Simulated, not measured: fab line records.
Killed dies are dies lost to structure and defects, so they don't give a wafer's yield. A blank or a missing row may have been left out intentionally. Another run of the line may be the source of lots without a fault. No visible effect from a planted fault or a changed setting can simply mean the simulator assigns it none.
A struck lot beside a sound one    flow nandHarc    15 steps out of a route of 1159
Sound: wafers L524.3, L524.4, L524.6. The struck wafers were L521.1, L521.3, L521.4. At the end, the cause is stated.
Each step with rows lists, per side, the tool, then ch with its chambers, then its first start. Under that, the readings that differ: sound wafers    struck wafers    difference of the means    sigmas: that difference in standard deviations of wafers without a fault.
alike: a reading whose means differ by less than 2 such deviations, as well as words and numbers matching on both sides. not compared: withheld readings; readings where some wafer has no value; bounds like >300 that might hide an equal value; numbers whose values overlap and for which the record gives no deviation.
The two part at a step that has a row with sigmas, a row that says differs or no value, or rows on one side only. When numbers do not overlap yet have no deviation, they are printed without sigmas and do not part them. Lack of a reading on every wafer of one side parts them only where that side has two or more wafers.

first, 7 steps without rows for these wafers: NHARC_A_BONDPAD_COAT_33 (time 65 s); NHARC_A_BONDPAD_COAT_03 (resist thk 600 nm); NHARC_A_BONDPAD_SOFTBAKE_04 (time 70 s); NHARC_A_BONDPAD_EBR_05; NHARC_A_BONDPAD_EXPOSE_06 (exposes mask A BPAD); NHARC_A_BONDPAD_PEB_07 (peb time 80 s); NHARC_A_BONDPAD_DEVELOP_08 (time 50 s).
NHARC_A_BONDPAD_CD_MEAS_09 targets a cd of 500 nm.
  sound on cdSem-01 ch 0, day 23 06:41; struck on cdSem-03 ch 0, day 22 04:47
  alike: cdNm
NHARC_A_BONDPAD_OVL_MEAS_35:
  struck on overlay-01, day 22 04:53; sound on overlay-02, day 23 06:46
  alike: overlayXNm, overlayYNm
then, 1 step without rows for these wafers: NHARC_A_BONDPAD_HARDBAKE_10 (time 65 s).
NHARC_A_BONDPAD_DESCUM_11: chemistry O2, time 3 s.
  sound on rieDiel-12 ch 1,2, day 23 06:53; struck on rieDiel-03 ch 1,2,3, day 22 05:00
  alike: drypumpMotorCurrentA, o2FlowSccm, oesProductAu, rfVppV, showerheadPlenumPTorr, throttleValvePct
  not compared: rfHoursCounterH
NHARC_A_BONDPAD_ETCH_34: etches the open film in N2/H2, target depth 60 nm, overetch 18 nm, time 65.91 s.
  sound on rieDiel-12 ch 0,2,3, day 23 06:59; struck on rieDiel-03 ch 0,1,2, day 22 05:05
  alike: drypumpMotorCurrentA, h2FlowSccm, oesProductAu, rfFwdPowerW, rfVppV, showerheadPlenumPTorr, throttleValvePct
  not compared: rfHoursCounterH
NHARC_A_BONDPAD_ETCH_12: etches the open film in CHF3/O2, target depth 220 nm, time 110 s.
  sound on rieDiel-12 ch 0,3, day 23 07:04; struck on rieDiel-03 ch 0,2,3, day 22 05:11
reading                   sound              struck             difference  sigmas
drypumpMotorCurrentA (A)  6.7 5.9 6.7        5.6 5.9 5.4        -0.8        -2
oesProductAu (a.u.)       0.920 0.928 0.933  0.710 0.702 0.709  -0.220      -10
rfFwdPowerW (W)           497.7 495.9 498.4  295.9 295.9 296.3  -201.3      -99 or more
  alike: o2FlowSccm, rfVppV, showerheadPlenumPTorr, throttleValvePct
  not compared: rfHoursCounterH
NHARC_A_BONDPAD_CD_MEAS_13:
  struck on cdSem-03, day 22 05:19; sound on cdSem-01, day 23 07:13
reading    sound              struck             difference  sigmas
cdNm (nm)  498.7 498.5 496.7  491.2 494.1 495.9  -4.2        -2
NHARC_END_SORT_01:
  at this point the record logs the struck wafers (prober-01 ch 0, day 23 12:00) and has no rows for the sound ones

== WHERE THEY PART ==
First at NHARC_A_BONDPAD_ETCH_12; last, within this record, at NHARC_END_SORT_01.

WHY: the cause the simulator had injected
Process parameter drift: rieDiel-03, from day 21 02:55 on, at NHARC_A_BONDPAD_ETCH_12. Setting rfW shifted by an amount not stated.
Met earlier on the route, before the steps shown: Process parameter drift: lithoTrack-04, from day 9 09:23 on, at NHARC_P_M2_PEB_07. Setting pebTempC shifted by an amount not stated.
